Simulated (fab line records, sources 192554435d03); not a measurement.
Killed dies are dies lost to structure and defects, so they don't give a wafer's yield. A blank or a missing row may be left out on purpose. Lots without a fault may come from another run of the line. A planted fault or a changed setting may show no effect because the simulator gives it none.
Chamber matching | flow n5_finfet | N5_BEOL_M5_CURE_80 on uv_cure-01: 3 sister chambers
The step cures SiCOH lowk, time 120 s. 3 wafers are shown with their chamber, then 7 later ones without.

WAFERS WITH THEIR CHAMBER
wafer  | chamber | wafer_temp_C_max
L076.5 | 0       | 371.7
L089.6 | 2       | 371.2
L092.2 | 1       | 372.7

WAFERS WITHOUT THEIR CHAMBER
wafer  | wafer_temp_C_max
L092.6 | 372.4
L094.1 | 371.5
L094.4 | 371.8
L094.5 | 372.0
L097.1 | 371.7
L097.3 | 372.0
L097.6 | 372.5

WHICH CHAMBER EACH WENT THROUGH
wafer  | from the rows above     | in truth
L092.6 | can't be placed: 1 or 0 | 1
L094.1 | can't be placed: 0 or 2 | 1
L094.4 | 0                       | 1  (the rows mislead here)
L094.5 | can't be placed: 0 or 1 | 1
L097.1 | 0                       | 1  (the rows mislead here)
L097.3 | can't be placed: 0 or 1 | 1
L097.6 | 1                       | 1
Placed correctly: 1 of 7. Can't be placed from these rows: 4 (the true chamber is among the candidates in 3). Placed wrongly: 2.
How it was worked out, from the rows above alone: a wafer's distance from a chamber is the root of the sum, over the readings, of the square of ((its reading less the chamber's mean) divided by the reading's scatter). The wafer belongs to the nearest chamber; if the next one is less than 2 further off, it can't be placed. A chamber's mean is the mean of its shown wafers. The scatter: with one shown wafer a chamber, the root of the mean of the squares of how far each hidden wafer lies from its nearest shown one.
